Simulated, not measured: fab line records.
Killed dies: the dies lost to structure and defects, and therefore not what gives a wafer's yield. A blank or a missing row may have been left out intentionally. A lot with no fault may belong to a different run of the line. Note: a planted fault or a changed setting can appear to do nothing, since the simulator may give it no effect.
3 desks looking at one fault + flow n5-finfet + only its own numbers are on each desk; what lay behind them is given at the end

THE DEFECT DESK
Lot by lot, what the route's inspections counted, given as the mean of those sampled wafers with a number. The brackets show how far a lot's mean lies from the usual mean; more than 4 standard deviations puts the lot out of limits, marked OUT.
Columns: A = raw-defect-count at N5_BEOL_M15_INSPECT_12, usual 1.9
| lot  | first seen here | A   |
|------|-----------------|-----|
| L814 | day 11 16:19    | 1.3 |
| L816 | day 11 19:17    | 2.7 |
| L813 | day 12 06:02    | 1.0 |
| L818 | day 12 11:59    | 1.0 |
| L817 | day 12 16:59    | 1.7 |
| L819 | day 12 17:41    | 2.0 |
| L820 | day 12 21:28    | 3.0 |
| L823 | day 13 22:21    | 0.7 |
| L822 | day 13 22:45    | 1.3 |
| L824 | day 14 11:55    | 2.5 |
| L828 | day 15 01:50    | 0.3 |
| L827 | day 15 02:05    | 3.0 |
| L830 | day 15 04:58    | 1.3 |
| L836 | day 17 02:50    | 2.0 |
This desk's finding: nothing out of limits on any of the 14 lots.

METROLOGY DESK
Means of the sampled wafers that have a number, per lot and without regard to the tool the lot ran on: this is what the gauges read. The brackets show how far a lot's mean lies from the usual mean; more than 4 standard deviations puts the lot out of limits, marked OUT.
Columns: A = M15_ILD_THK at N5_BEOL_M15_THK_MEAS_01, usual 1622 nm
| lot  | first seen here | A    |
|------|-----------------|------|
| L814 | day 11 15:50    | 1629 |
| L816 | day 11 18:56    | 1629 |
| L813 | day 12 05:33    | 1624 |
| L818 | day 12 11:30    | 1620 |
| L817 | day 12 16:31    | 1632 |
| L819 | day 12 17:19    | 1620 |
| L820 | day 12 21:07    | 1619 |
| L823 | day 13 22:00    | 1632 |
| L822 | day 13 22:16    | 1648 |
| L824 | day 14 11:34    | 1643 |
| L828 | day 15 01:22    | 1633 |
| L827 | day 15 01:35    | 1602 |
| L830 | day 15 04:37    | 1624 |
| L836 | day 17 02:28    | 1596 |
This desk's finding: nothing out of limits on any of the 14 lots.

THE TOOL OWNER'S DESK: litho-track-03
The tool's own readings at N5_BEOL_M15_PEB_26 (peb time 90 s): means of the sampled wafers that have a number, for each lot that ran on this tool. The brackets show how far a lot's mean lies from the usual mean; more than 4 standard deviations puts the lot out of limits, marked OUT.
Columns: A = chill-plate-temp-C at N5_BEOL_M15_PEB_26, usual 23.01 C; B = exhaust-pa at N5_BEOL_M15_PEB_26, usual 45.1 Pa
| lot  | first seen here | A     | B    |
|------|-----------------|-------|------|
| L814 | day 11 17:47    | 23.10 | 45.1 |
| L816 | day 11 20:37    | 22.90 | 45.8 |
| L813 | day 12 07:19    | 23.09 | 46.2 |
| L817 | day 12 18:28    | 23.09 | 45.5 |
| L819 | day 12 20:08    | 22.91 | 44.4 |
This desk's finding: nothing out of limits on any of the 5 lots.

ALL TOGETHER
The defect desk saw nothing out of limits.
From the metrology desk's view, nothing was out of limits.
The desk of the tool owner found nothing out of limits.

WHAT HAD BEEN PUT IN BY THE SIMULATOR
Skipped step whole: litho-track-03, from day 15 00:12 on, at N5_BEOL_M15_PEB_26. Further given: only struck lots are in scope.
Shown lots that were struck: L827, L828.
